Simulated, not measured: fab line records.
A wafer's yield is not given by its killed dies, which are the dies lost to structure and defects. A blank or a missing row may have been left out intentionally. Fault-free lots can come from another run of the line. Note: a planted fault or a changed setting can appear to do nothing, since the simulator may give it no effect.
fab line records	flow nand-harc
record lots=24	wafers=72	last-day=25
route steps=1159 shown A_CONTACT@904
lots untouched by any fault: they come from a run of this same line in which no faults occurred
start-h: hours from the record's opening day to when the first of the lot's shown wafers began	wait-h: how many hours have passed since the lot's step before this one	" identical to the entry in the row above	L1.1+2: a row that stands for several wafers	- no value, or no start given	* or withheld: withheld	< > ~ a bound
route shown NAME@n: NAME is a module with steps in the file, n the number in the route of the first one	usual: mean/standard deviation taken from wafers without a fault	same: alike in all rows	chamber/n: place in a boat	sites: the reading at each site	_std_site: the standard deviation of these	_edge_site: inner sites' mean taken away from outer sites' mean	radius-mm: for every site, how far away it sits from the centre of the wafer	mask NAME#n: copy n	behind: tool/chamber where the wafer was last shaped	hold: reason for holding the lot/hours on hold/outcome of the hold	device: whichever transistor did not switch (one of n, p or np)	end of line: the tests these same wafers got at the end of their route	step lacking rows: just its recipe	killed: dies lost to structure and defects at the first sort, not the wafer's yield	map: the dies of a wafer, with x for killed, . for not killed, _ for no die there
set.NAME: the setting the step ran with; set.NAME@STEP: the setting that earlier step ran with	model.NAME: the simulator's own value behind a step, which no gauge read
steps of the route over a sample of lots; a table a step, a row a wafer
services: the hour from which a tool's chamber was out of use, counted from the record's first day as start-h (under 0 if before that day), plus the number of hours and why
## steps
# step NHARC_A_CONTACT_ETCH_124
# recipe source-w=withheld	pressure-mtorr=20	bias-v=withheld	time-s=140	target-depth-a=7000	ar-flow-sccm=withheld	c4f8-flow-sccm=withheld	o2-flow-sccm=withheld	chemistry=C4F8/O2/Ar
# same time-s=140
lot.wafer	tool	chamber	start-h	wait-h	rf-hours-counter-h
L074.1	har-cap-etch-02	0	381.43	-	9
L074.2	"	1	"	"	9
L074.3	"	0	"	"	-
L075.1	har-cap-etch-01	0	381.93	-	57
L075.3	"	0	"	"	-
L075.5	"	1	"	"	-
L077.2	har-cap-etch-03	1	390.13	-	83
L077.4	"	1	"	"	-
L077.5	"	1	"	"	-
L076.2	har-cap-etch-02	1	391.06	-	12
L076.4	"	1	"	"	-
L076.6	"	0	"	"	-
L078.2	har-cap-etch-02	1	403.14	-	14
L078.4	"	1	"	"	-
L078.5	"	0	"	"	-
L080.1	har-cap-etch-01	0	419.18	-	63
L080.6	"	1	"	"	-
L080.5	"	0	"	"	-
L081.1	har-cap-etch-03	1	420.68	-	87
L081.3	"	0	"	"	-
L081.5	"	1	"	"	-
L082.2	har-cap-etch-02	1	429.97	-	19
L082.4	"	0	"	"	-
L082.5	"	0	"	"	-
L083.1	har-cap-etch-03	1	431.74	-	90
L083.4	"	0	"	"	-
L083.6	"	0	"	"	-
L084.1	har-cap-etch-03	0	437.98	-	91
L084.2	"	1	"	"	91
L084.5	"	0	"	"	-
L079.2	har-cap-etch-01	1	438.22	-	68
L079.1	"	0	"	"	68
L079.6	"	0	"	"	-
L086.2	har-cap-etch-01	0	441.11	-	70
L086.1	"	1	"	"	70
L086.4	"	0	"	"	-
L088.1	har-cap-etch-02	0	442.12	-	22
L088.4	"	1	"	"	-
L088.3	"	0	"	"	-
L085.1	har-cap-etch-03	1	450.38	-	95
L085.3	"	0	"	"	-
L085.6	"	0	"	"	-
L087.2	har-cap-etch-02	0	451.36	-	25
L087.3	"	1	"	"	-
L087.4	"	0	"	"	-
L089.2	har-cap-etch-02	1	465.61	-	27
L089.4	"	1	"	"	-
L089.5	"	0	"	"	-
L090.2	har-cap-etch-03	1	470.34	-	98
L090.4	"	0	"	"	-
L090.5	"	1	"	"	-
L091.1	har-cap-etch-01	1	471.94	-	76
L091.4	"	0	"	"	-
L091.5	"	1	"	"	-
L092.1	har-cap-etch-03	0	476.74	-	100
L092.3	"	0	"	"	-
L092.5	"	1	"	"	-
L093.1	har-cap-etch-01	1	483.58	-	78
L093.3	"	0	"	"	-
L093.4	"	1	"	"	-
L095.2	har-cap-etch-02	0	488.24	-	31
L095.4	"	0	"	"	-
L095.6	"	1	"	"	-
L094.1	har-cap-etch-01	1	489.60	-	80
L094.2	"	0	"	"	80
L094.5	"	0	"	"	-
L096.1	har-cap-etch-02	1	504.62	-	34
L096.2	"	0	"	"	34
L096.3	"	1	"	"	-
L097.2	har-cap-etch-02	0	533.55	-	38
L097.4	"	0	"	"	-
L097.6	"	0	"	"	-
# step NHARC_A_CONTACT_ETCH_97
# recipe target-depth-a=200	over-etch-frac=0.5	time-s=10	ion-energy-ev=250	c4f6-flow-sccm=25	o2-flow-sccm=20	ar-flow-sccm=500	rf-w=600	bias-w=500	chemistry=C4F6/O2
# usual drypump-motor-current-A=5.9/0.42	o2-flow-sccm=19.99/0.067	oes-product-au=0.963/0.021	rf-vpp-V=546.3/2.2	showerhead-plenum-p-Torr=3.90/0.099	throttle-valve-pct=26.904/0.009
# same time-s=10
lot.wafer	tool	chamber	start-h	wait-h	drypump-motor-current-A	o2-flow-sccm	oes-product-au	rf-hours-counter-h	rf-vpp-V	showerhead-plenum-p-Torr	throttle-valve-pct
L074.1	rie-diel-11	3	-	-	6.0	20.06	1.009	1	543.6	3.84	26.900
L074.2	"	0	"	"	6.0	20.01	0.993	1	547.0	3.91	26.907
L074.3	"	2	"	"	5.3	19.97	0.998	1	548.2	4.06	26.899
L075.1	rie-diel-11	0	-	-	6.0	19.92	0.966	1	546.7	3.91	26.907
L075.3	"	2	"	"	5.3	20.00	0.943	1	550.4	4.06	26.911
L075.5	"	3	"	"	6.0	20.04	0.955	-	544.4	3.84	26.908
L077.2	rie-diel-11	1	392.35	0.1	6.6	20.04	0.965	4	545.7	3.94	26.894
L077.5	"	0	"	"	6.0	20.01	0.956	-	546.6	3.91	26.917
L077.4	"	3	"	"	6.0	19.98	0.968	-	544.6	3.83	26.912
L076.2	rie-diel-11	0	393.13	0.1	6.0	20.04	0.945	5	545.9	3.91	26.914
L076.4	"	1	"	"	6.6	19.83	0.955	-	547.8	3.94	26.907
L076.6	"	3	"	"	6.0	19.97	0.956	-	545.8	3.83	26.902
L078.4	rie-diel-11	0	-	-	6.0	19.89	0.943	6	545.8	3.91	26.889
L078.2	"	3	"	"	6.0	19.92	0.932	6	545.9	3.83	26.894
L078.5	"	1	"	"	6.6	19.98	0.947	-	548.8	3.94	26.907
L080.1	rie-diel-11	3	-	-	6.0	20.00	0.944	9	544.0	3.83	26.914
L080.6	"	0	"	"	6.0	20.05	0.947	-	546.1	3.91	26.898
L080.5	"	1	"	"	6.6	20.00	0.948	-	546.1	3.93	26.898
L081.3	rie-diel-11	0	-	-	6.0	19.99	0.981	10	547.5	3.91	26.915
L081.1	"	2	"	"	5.3	20.06	0.957	5	550.0	4.06	26.909
L081.5	"	3	"	"	6.0	19.92	0.964	-	545.1	3.83	26.903
L082.4	rie-diel-08	1	-	-	6.3	19.95	0.966	45	543.3	3.69	26.899
L082.2	"	0	"	"	6.3	20.11	0.927	44	546.1	3.92	26.896
L082.5	"	2	"	"	5.6	20.02	0.937	-	547.0	3.98	26.912
L083.1	rie-diel-11	1	-	-	6.6	20.03	0.953	13	545.6	3.93	26.913
L083.4	"	2	"	"	5.3	19.94	0.937	9	549.9	4.06	26.909
L083.6	"	1	"	"	6.6	19.98	0.953	-	546.7	3.93	26.901
L084.1	rie-diel-11	1	440.05	0.1	6.6	19.93	0.957	14	545.9	3.93	26.906
L084.2	"	2	"	"	5.3	20.02	0.956	10	550.2	4.05	26.907
L084.5	"	1	"	"	6.6	20.00	0.961	-	547.7	3.93	26.903
L079.1	rie-diel-13	2	440.36	0.2	5.7	20.08	0.964	56	550.2	4.03	26.901
L079.2	"	0	"	"	5.5	19.92	0.975	58	543.0	3.72	26.897
L079.6	"	0	"	"	5.5	19.87	0.966	-	543.2	3.72	26.903
L086.1	rie-diel-11	1	443.19	0.1	6.6	19.92	0.972	15	548.7	3.93	26.913
L086.2	"	2	"	"	5.3	20.03	0.966	10	548.5	4.05	26.908
L086.4	"	1	"	"	6.6	19.91	0.960	-	548.4	3.93	26.913
L088.3	rie-diel-08	2	-	-	5.6	20.10	0.950	44	548.2	3.97	26.904
L088.1	"	3	"	"	5.8	20.12	0.954	49	545.0	3.83	26.912
L088.4	"	1	"	"	6.2	20.07	0.986	51	542.6	3.68	26.899
L085.3	rie-diel-11	2	-	-	5.3	19.90	0.938	13	548.9	4.05	26.902
L085.1	"	3	"	"	6.0	19.96	0.942	18	544.8	3.83	26.890
L085.6	"	2	"	"	5.3	19.86	0.941	-	549.6	4.05	26.910
L087.3	rie-diel-13	2	453.41	0.1	5.7	19.92	0.962	64	549.9	4.02	26.904
L087.2	"	0	"	"	5.5	20.01	0.939	65	542.1	3.72	26.897
L087.4	"	3	"	"	5.6	19.90	0.950	-	544.3	3.80	26.920
L089.4	rie-diel-13	1	-	-	5.2	19.96	0.960	1	543.5	3.82	26.887
L089.2	"	0	"	"	5.5	19.93	0.946	1	542.1	3.72	26.921
L089.5	"	1	"	"	5.2	20.03	0.959	-	544.2	3.82	26.900
L090.4	rie-diel-11	2	-	-	5.3	19.91	0.963	17	548.8	4.05	26.893
L090.2	"	1	"	"	6.6	19.88	0.953	22	548.4	3.93	26.881
L090.5	"	3	"	"	6.0	20.01	0.961	-	545.6	3.82	26.903
L091.4	rie-diel-13	2	-	-	5.7	19.99	1.014	4	548.6	4.02	26.911
L091.1	"	0	"	"	5.5	20.02	0.990	4	542.0	3.72	26.905
L091.5	"	3	"	"	5.6	19.97	1.007	-	542.8	3.80	26.900
L092.3	rie-diel-13	0	-	-	5.4	20.11	0.995	6	543.2	3.71	26.914
L092.1	"	1	"	"	5.2	19.94	1.009	7	544.9	3.81	26.904
L092.5	"	3	"	"	5.6	20.00	1.005	-	544.0	3.80	26.897
L093.1	rie-diel-11	3	-	-	6.0	20.03	0.945	28	543.7	3.82	26.906
L093.4	"	0	"	"	6.0	20.04	0.949	25	545.5	3.90	26.898
L093.3	"	1	"	"	6.6	19.91	0.962	26	547.0	3.92	26.897
L095.2	rie-diel-13	2	-	-	5.6	20.01	1.003	12	549.3	4.02	26.920
L095.4	"	0	"	"	5.5	19.85	0.984	10	542.0	3.71	26.909
L095.6	"	2	"	"	5.7	19.97	0.988	-	548.1	4.01	26.903
L094.1	rie-diel-13	1	491.66	0.1	5.2	19.97	0.942	12	545.4	3.81	26.894
L094.2	"	2	"	"	5.6	19.96	0.947	12	547.8	4.02	26.907
L094.5	"	3	"	"	5.6	20.01	0.953	-	544.5	3.80	26.905
L096.2	rie-diel-11	0	-	-	6.0	19.90	0.964	28	545.8	3.90	26.910
L096.3	"	1	"	"	6.6	19.89	0.987	28	545.5	3.92	26.905
L096.1	"	3	"	"	6.0	20.01	0.962	30	544.0	3.82	26.900
L097.2	rie-diel-11	0	-	-	6.0	20.11	0.937	32	546.4	3.90	26.891
L097.4	"	1	"	"	6.6	19.87	0.947	33	546.6	3.92	26.905
L097.6	"	0	"	"	6.0	20.05	0.939	-	545.8	3.90	26.912
# step NHARC_A_CONTACT_ETCH_106
# recipe target-depth-a=600	overetch-a=60	time-s=33	ion-energy-ev=100	cf4-flow-sccm=80	o2-flow-sccm=20	ar-flow-sccm=0	rf-w=300	bias-w=100	chemistry=CF4/O2
# usual drypump-motor-current-A=5.9/0.46	o2-flow-sccm=20.00/0.057	oes-product-au=1.002/0.0082	rf-vpp-V=197.8/1.1	showerhead-plenum-p-Torr=1.33/0.038	throttle-valve-pct=13.397/0.0085
# same time-s=33
lot.wafer	tool	chamber	start-h	wait-h	drypump-motor-current-A	o2-flow-sccm	oes-product-au	rf-hours-counter-h	rf-vpp-V	showerhead-plenum-p-Torr	throttle-valve-pct
L074.1	rie-diel-11	1	384.03	0.1	6.6	19.98	1.002	2	199.9	1.34	13.393
L074.3	"	3	"	"	6.0	20.01	1.010	1	195.6	1.30	13.400
L074.2	"	0	"	"	6.0	19.94	0.992	1	198.5	1.33	13.393
L075.1	rie-diel-11	2	384.58	0.1	5.3	19.96	0.996	1	197.4	1.38	13.402
L075.3	"	3	"	"	5.9	20.11	1.012	1	197.1	1.30	13.401
L075.5	"	2	"	"	5.3	20.03	0.986	-	198.7	1.38	13.406
L077.4	rie-diel-13	2	392.79	0.1	5.6	19.94	1.006	42	199.0	1.38	13.400
L077.2	"	3	"	"	5.6	20.02	0.998	43	197.2	1.30	13.387
L077.5	"	0	"	"	5.4	19.97	1.009	-	195.7	1.26	13.402
L076.2	rie-diel-11	1	393.55	0.1	6.6	20.04	1.005	5	195.6	1.34	13.400
L076.6	"	1	"	"	6.6	19.97	1.002	-	198.6	1.34	13.398
L076.4	"	3	"	"	6.0	19.98	1.002	-	196.6	1.30	13.396
L078.4	rie-diel-11	0	405.71	0.1	6.0	19.88	0.996	7	198.6	1.33	13.400
L078.2	"	2	"	"	5.3	20.07	1.005	2	199.1	1.38	13.396
L078.5	"	0	"	"	6.0	19.96	1.006	-	198.5	1.33	13.394
L080.1	rie-diel-11	1	422.32	0.3	6.6	19.95	1.002	9	196.6	1.34	13.396
L080.6	"	3	"	"	6.0	20.04	1.009	-	198.2	1.30	13.411
L080.5	"	0	"	"	6.0	19.92	0.996	-	197.4	1.33	13.397
L081.3	rie-diel-11	3	423.44	0.1	6.0	20.07	1.010	10	198.1	1.30	13.381
L081.1	"	1	"	"	6.6	20.00	1.005	10	199.2	1.34	13.393
L081.5	"	3	"	"	6.0	20.06	1.009	-	197.0	1.30	13.398
L082.4	rie-diel-08	1	432.37	0.1	6.2	19.97	1.026	45	195.5	1.25	13.392
L082.2	"	3	"	"	5.8	19.99	1.000	45	196.6	1.30	13.395
L082.5	"	1	"	"	6.2	20.02	1.017	-	197.6	1.25	13.380
L083.4	rie-diel-11	2	434.12	0.1	5.3	20.03	1.006	9	198.3	1.38	13.402
L083.1	"	3	"	"	5.9	20.05	1.007	14	197.3	1.30	13.381
L083.6	"	2	"	"	5.3	20.07	0.997	-	199.2	1.38	13.400
L084.2	rie-diel-11	2	440.47	0.1	5.3	19.97	0.998	10	199.0	1.38	13.407
L084.1	"	3	"	"	6.0	20.01	1.001	15	198.5	1.30	13.404
L084.5	"	2	"	"	5.3	19.96	0.992	-	199.7	1.38	13.400
L079.2	rie-diel-11	3	440.95	0.1	6.0	20.00	1.012	15	197.0	1.30	13.394
L079.1	"	2	"	"	5.3	19.92	1.007	10	200.0	1.38	13.380
L079.6	"	3	"	"	6.0	20.06	1.008	-	197.6	1.30	13.403
L086.1	rie-diel-13	2	444.06	0.3	5.7	19.99	1.011	59	199.6	1.37	13.389
L086.2	"	3	"	"	5.6	20.02	0.998	56	196.1	1.29	13.409
L086.4	"	2	"	"	5.6	19.96	1.001	-	198.1	1.37	13.396
L088.3	rie-diel-11	3	444.67	0.1	5.9	19.94	1.012	16	198.7	1.30	13.399
L088.1	"	1	"	"	6.6	19.87	1.014	16	198.2	1.34	13.398
L088.4	"	2	"	"	5.3	19.99	1.007	-	198.6	1.38	13.397
L085.3	rie-diel-08	2	452.81	0.1	5.5	19.92	1.011	45	196.9	1.35	13.423
L085.1	"	0	"	"	6.2	20.01	0.998	53	198.1	1.33	13.416
L085.6	"	1	"	"	6.2	20.03	1.021	-	194.8	1.25	13.396
L087.3	rie-diel-11	0	453.79	0.1	6.0	19.89	0.990	16	196.4	1.33	13.402
L087.4	"	2	"	"	5.3	20.00	0.997	13	199.0	1.38	13.393
L087.2	"	3	"	"	6.0	19.95	1.014	18	197.6	1.30	13.378
L089.4	rie-diel-11	2	468.02	0.1	5.3	20.03	1.012	16	198.0	1.38	13.404
L089.2	"	3	"	"	6.0	19.89	1.014	22	197.4	1.30	13.403
L089.5	"	1	"	"	6.6	20.01	1.009	-	197.0	1.34	13.385
L090.2	rie-diel-13	0	472.78	0.1	5.5	19.92	0.988	3	196.6	1.26	13.409
L090.4	"	1	"	"	5.2	20.10	1.005	4	197.8	1.30	13.391
L090.5	"	0	"	"	5.4	19.96	0.991	-	195.4	1.26	13.394
L091.1	rie-diel-11	0	474.52	0.1	6.0	19.98	0.986	21	197.7	1.33	13.402
L091.4	"	1	"	"	6.6	20.00	1.002	22	198.3	1.34	13.395
L091.5	"	2	"	"	5.3	19.94	0.999	-	197.8	1.38	13.393
L092.1	rie-diel-11	3	479.37	0.3	6.0	20.06	0.985	25	198.6	1.30	13.392
L092.3	"	0	"	"	6.0	19.99	0.979	23	196.5	1.33	13.390
L092.5	"	2	"	"	5.3	19.94	0.998	-	198.0	1.38	13.397
L093.1	rie-diel-13	2	485.99	0.1	5.6	20.05	1.005	11	199.7	1.37	13.410
L093.3	"	0	"	"	5.4	20.05	0.996	10	197.5	1.26	13.406
L093.4	"	1	"	"	5.2	19.93	1.000	12	197.0	1.29	13.406
L095.4	rie-diel-08	3	490.66	0.1	5.8	19.93	1.008	0	197.1	1.30	13.408
L095.2	"	0	"	"	6.3	19.94	0.996	0	198.3	1.33	13.388
L095.6	"	3	"	"	5.8	19.95	1.008	-	197.3	1.30	13.397
L094.1	rie-diel-08	1	492.04	0.1	6.3	20.09	1.020	0	196.7	1.24	13.408
L094.2	"	2	"	"	5.5	19.95	0.996	0	198.7	1.35	13.376
L094.5	"	2	"	"	5.5	20.01	0.996	-	198.3	1.35	13.400
L096.3	rie-diel-11	1	507.17	0.1	6.6	19.98	1.001	28	198.8	1.33	13.382
L096.2	"	3	"	"	6.0	19.89	0.987	31	195.9	1.30	13.388
L096.1	"	0	"	"	6.0	20.04	0.993	28	197.9	1.33	13.399
L097.4	rie-diel-11	2	535.97	0.1	5.3	20.03	1.022	29	200.4	1.38	13.402
L097.2	"	0	"	"	6.0	20.02	1.000	33	197.5	1.32	13.393
L097.6	"	1	"	"	6.6	20.07	1.025	-	198.4	1.33	13.386
# step NHARC_A_CONTACT_INSPECT_10
# usual raw-defect-count=27/15
lot.wafer	tool	chamber	start-h	wait-h	raw-defect-count
L074.1	defect-inspect-01	-	386.86	0.0	16
L074.2	"	-	"	"	28
L074.3	"	-	"	"	23
L075.1	defect-inspect-01	-	387.35	0.0	19
L075.3	"	-	"	"	12
L075.5	"	-	"	"	18
L077.2	defect-inspect-02	-	396.07	0.0	20
L077.4	"	-	"	"	24
L077.5	"	-	"	"	27
L076.2	defect-inspect-02	-	396.52	0.0	9
L076.4	"	-	"	"	10
L076.6	"	-	"	"	7
L078.2	defect-inspect-02	-	408.47	0.0	21
L078.4	"	-	"	"	8
L078.5	"	-	"	"	15
L080.1	defect-inspect-01	-	425.09	0.0	41
L080.5	"	-	"	"	42
L080.6	"	-	"	"	35
L081.1	defect-inspect-02	-	427.47	0.1	16
L081.3	"	-	"	"	14
L081.5	"	-	"	"	16
L082.2	defect-inspect-02	-	438.29	0.0	17
L082.4	"	-	"	"	16
L082.5	"	-	"	"	16
L083.1	defect-inspect-01	-	438.44	0.0	19
L083.4	"	-	"	"	13
L083.6	"	-	"	"	19
L084.1	defect-inspect-02	-	443.35	0.0	28
L084.2	"	-	"	"	37
L084.5	"	-	"	"	39
L079.1	defect-inspect-02	-	443.89	0.1	31
L079.2	"	-	"	"	45
L079.6	"	-	"	"	32
L086.1	defect-inspect-01	-	447.18	0.0	9
L086.2	"	-	"	"	12
L086.4	"	-	"	"	11
L088.1	defect-inspect-01	-	447.49	0.0	49
L088.3	"	-	"	"	35
L088.4	"	-	"	"	42
L085.1	defect-inspect-02	-	455.60	0.0	33
L085.3	"	-	"	"	59
L085.6	"	-	"	"	51
L087.2	defect-inspect-01	-	456.85	0.0	16
L087.3	"	-	"	"	17
L087.4	"	-	"	"	11
L089.2	defect-inspect-01	-	470.69	0.0	23
L089.4	"	-	"	"	38
L089.5	"	-	"	"	31
L090.2	defect-inspect-01	-	477.92	0.0	28
L090.4	"	-	"	"	44
L090.5	"	-	"	"	42
L091.1	defect-inspect-01	-	481.66	0.0	37
L091.4	"	-	"	"	28
L091.5	"	-	"	"	28
L092.1	defect-inspect-01	-	483.21	0.0	8
L092.3	"	-	"	"	17
L092.5	"	-	"	"	15
L093.1	defect-inspect-02	-	491.61	0.0	48
L093.3	"	-	"	"	46
L093.4	"	-	"	"	40
L095.2	defect-inspect-01	-	493.74	0.0	57
L095.4	"	-	"	"	48
L095.6	"	-	"	"	50
L094.1	defect-inspect-01	-	494.88	0.0	12
L094.2	"	-	"	"	18
L094.5	"	-	"	"	18
L096.1	defect-inspect-02	-	509.82	0.0	20
L096.2	"	-	"	"	19
L096.3	"	-	"	"	19
L097.2	defect-inspect-02	-	542.71	0.0	39
L097.4	"	-	"	"	53
L097.6	"	-	"	"	44
# step NHARC_A_CONTACT_ETCH_134
# recipe source-w=withheld	pressure-mtorr=20	bias-v=withheld	time-s=140	target-depth-a=7000	ar-flow-sccm=withheld	c4f8-flow-sccm=withheld	o2-flow-sccm=withheld	chemistry=C4F8/O2/Ar
# same time-s=140
lot.wafer	tool	chamber	start-h	wait-h	rf-hours-counter-h
L074.2	har-cap-etch-02	0	387.93	-	11
L074.1	"	1	"	"	11
L074.3	"	0	"	"	-
L075.1	har-cap-etch-01	0	388.58	-	60
L075.3	"	0	"	"	-
L075.5	"	1	"	"	-
L077.2	har-cap-etch-02	1	397.34	-	13
L077.4	"	1	"	"	-
L077.5	"	0	"	"	-
L076.2	har-cap-etch-01	1	397.62	-	62
L076.4	"	0	"	"	-
L076.6	"	1	"	"	-
L078.2	har-cap-etch-01	0	409.69	-	63
L078.4	"	1	"	"	-
L078.5	"	1	"	"	-
L080.1	har-cap-etch-03	0	426.23	-	88
L080.6	"	1	"	"	-
L080.5	"	0	"	"	-
L081.1	har-cap-etch-03	0	428.71	-	89
L081.3	"	0	"	"	-
L081.5	"	0	"	"	-
L082.2	har-cap-etch-02	0	439.38	-	21
L082.4	"	1	"	"	-
L082.5	"	0	"	"	-
L083.1	har-cap-etch-03	1	439.93	-	92
L083.4	"	0	"	"	-
L083.6	"	1	"	"	-
L084.1	har-cap-etch-02	1	444.97	-	23
L084.2	"	0	"	"	23
L084.5	"	0	"	"	-
L079.2	har-cap-etch-03	0	445.25	-	94
L079.1	"	1	"	"	94
L079.6	"	0	"	"	-
L086.1	har-cap-etch-02	0	448.49	-	24
L086.2	"	1	"	"	24
L086.4	"	1	"	"	-
L088.1	har-cap-etch-01	1	448.55	-	72
L088.3	"	1	"	"	-
L088.4	"	0	"	"	-
L085.1	har-cap-etch-01	0	456.70	-	73
L085.3	"	1	"	"	-
L085.6	"	0	"	"	-
L087.2	har-cap-etch-03	0	457.95	-	96
L087.4	"	1	"	"	-
L087.3	"	0	"	"	-
L089.2	har-cap-etch-03	0	472.22	-	100
L089.4	"	0	"	"	-
L089.5	"	0	"	"	-
L090.2	har-cap-etch-02	0	479.01	-	30
L090.4	"	1	"	"	-
L090.5	"	0	"	"	-
L091.1	har-cap-etch-02	1	483.02	-	30
L091.4	"	1	"	"	-
L091.5	"	0	"	"	-
L092.1	har-cap-etch-03	1	484.63	-	103
L092.3	"	1	"	"	-
L092.5	"	0	"	"	-
L093.1	har-cap-etch-03	1	492.67	-	104
L093.4	"	1	"	"	-
L093.3	"	0	"	"	-
L095.2	har-cap-etch-01	0	495.55	-	81
L095.4	"	0	"	"	-
L095.6	"	1	"	"	-
L094.1	har-cap-etch-03	0	495.93	-	104
L094.2	"	1	"	"	104
L094.5	"	1	"	"	-
L096.2	har-cap-etch-03	0	511.05	-	106
L096.1	"	1	"	"	106
L096.3	"	1	"	"	-
L097.2	har-cap-etch-02	0	543.76	-	40
L097.4	"	1	"	"	-
L097.6	"	1	"	"	-
# step NHARC_A_CONTACT_ALD_18
# recipe target-thk-a=30	pulse-time-s=1	ald-cycles=150	temp-c=450	material=TiN
# usual heater-power-w=1052/110	precursor-pulse-height-rel=1.001/0.02
lot.wafer	tool	chamber	start-h	wait-h	heater-power-w	precursor-pulse-height-rel
L074.1	ald-metal-04	1	390.21	-	931	1.045
L074.3	"	2	"	"	1106	1.016
L074.2	"	3	"	"	1041	1.014
L075.3	ald-metal-01	2	390.97	-	1019	0.997
L075.1	"	3	"	"	1176	0.995
L075.5	"	2	"	"	987	1.032
L077.4	ald-metal-01	3	399.73	-	1135	0.989
L077.2	"	1	"	"	1089	0.995
L077.5	"	3	"	"	1153	1.001
L076.2	ald-metal-03	2	400.14	-	1083	0.971
L076.4	"	1	"	"	1224	0.978
L076.6	"	2	"	"	1046	0.991
L078.4	ald-metal-01	2	412.21	-	1025	0.975
L078.2	"	0	"	"	1079	0.989
L078.5	"	2	"	"	1007	0.982
L080.1	ald-metal-01	1	428.75	-	1101	0.994
L080.5	"	2	"	"	1012	0.986
L080.6	"	3	"	"	1154	1.023
L081.1	ald-metal-04	2	430.95	-	1139	0.984
L081.3	"	3	"	"	988	1.009
L081.5	"	1	"	"	923	1.002
L082.4	ald-metal-04	2	441.98	-	1154	0.999
L082.2	"	0	"	"	1063	0.999
L082.5	"	1	"	"	876	1.046
L083.1	ald-metal-03	3	442.44	-	917	1.011
L083.4	"	0	"	"	962	1.008
L083.6	"	3	"	"	913	1.022
L079.1	ald-metal-01	2	447.59	-	1005	0.983
L079.2	"	0	"	"	1097	1.006
L079.6	"	3	"	"	1173	1.028
L084.1	ald-metal-03	1	447.60	-	1244	1.028
L084.2	"	3	"	"	893	0.988
L084.5	"	0	"	"	946	1.012
L086.4	ald-metal-03	1	450.89	-	1289	0.990
L086.2	"	2	"	"	1043	1.023
L086.1	"	3	"	"	906	1.055
L088.1	ald-metal-01	2	451.03	-	1012	1.025
L088.3	"	3	"	"	1156	0.983
L088.4	"	0	"	"	1081	0.966
L085.1	ald-metal-03	1	459.08	-	1294	1.020
L085.3	"	2	"	"	1055	1.018
L085.6	"	1	"	"	1269	1.010
L087.3	ald-metal-04	0	460.43	-	1064	1.004
L087.4	"	2	"	"	1143	1.004
L087.2	"	3	"	"	997	1.048
L089.2	ald-metal-01	0	474.98	-	1004	0.987
L089.5	"	0	"	"	1020	1.038
L089.4	"	1	"	"	1100	0.964
L090.2	ald-metal-04	2	481.23	-	1128	0.972
L090.4	"	1	"	"	886	1.011
L090.5	"	3	"	"	993	0.996
L091.1	ald-metal-01	1	485.34	-	1092	1.005
L091.5	"	2	"	"	1011	0.985
L091.4	"	0	"	"	1001	1.007
L092.3	ald-metal-03	2	487.10	-	1070	0.995
L092.1	"	3	"	"	921	1.027
L092.5	"	0	"	"	954	0.978
L093.1	ald-metal-04	0	495.11	-	1067	1.006
L093.3	"	1	"	"	905	0.988
L093.4	"	2	"	"	1148	0.989
L095.2	ald-metal-01	0	497.82	-	993	0.989
L095.6	"	1	"	"	1100	1.015
L095.4	"	2	"	"	980	1.028
L094.1	ald-metal-03	3	498.24	-	907	1.017
L094.2	"	2	"	"	1070	1.009
L094.5	"	0	"	"	981	0.987
L096.1	ald-metal-04	3	513.36	-	1010	1.005
L096.2	"	1	"	"	920	1.002
L096.3	"	2	"	"	1178	1.022
L097.2	ald-metal-03	1	546.81	-	1275	0.985
L097.4	"	2	"	"	1043	0.980
L097.6	"	1	"	"	1227	0.971
## services
tool	chamber	start-h	hours	kind
rie-diel-11	-	366.63	9.0	pm
rie-diel-11	0	366.63	9.0	vent-cycle
rie-diel-11	1	366.63	9.0	vent-cycle
rie-diel-11	2	366.63	9.0	vent-cycle
rie-diel-11	3	366.63	9.0	vent-cycle
ald-metal-04	-	379.05	7.7	repair
rie-diel-11	2	386.94	17.8	repair
ald-metal-04	-	406.00	10.0	pm
rie-diel-13	3	406.65	3.8	repair
rie-diel-08	1	406.89	2.9	repair
rie-diel-13	1	434.77	22.8	repair
ald-metal-01	-	436.50	1.1	repair
rie-diel-11	0	437.48	8.0	repair
ald-metal-01	3	443.26	1.7	repair
ald-metal-04	1	445.18	13.4	repair
rie-diel-13	-	453.66	9.0	pm
ald-metal-01	-	458.00	10.0	pm
rie-diel-08	-	478.84	9.0	pm
ald-metal-04	3	482.48	25.9	repair
ald-metal-01	1	487.91	1.6	repair
rie-diel-13	0	490.67	14.3	repair
ald-metal-03	-	500.00	10.0	pm
rie-diel-11	-	543.63	9.0	pm
har-cap-etch-03	-	545.00	17.0	pm
## key
fault none
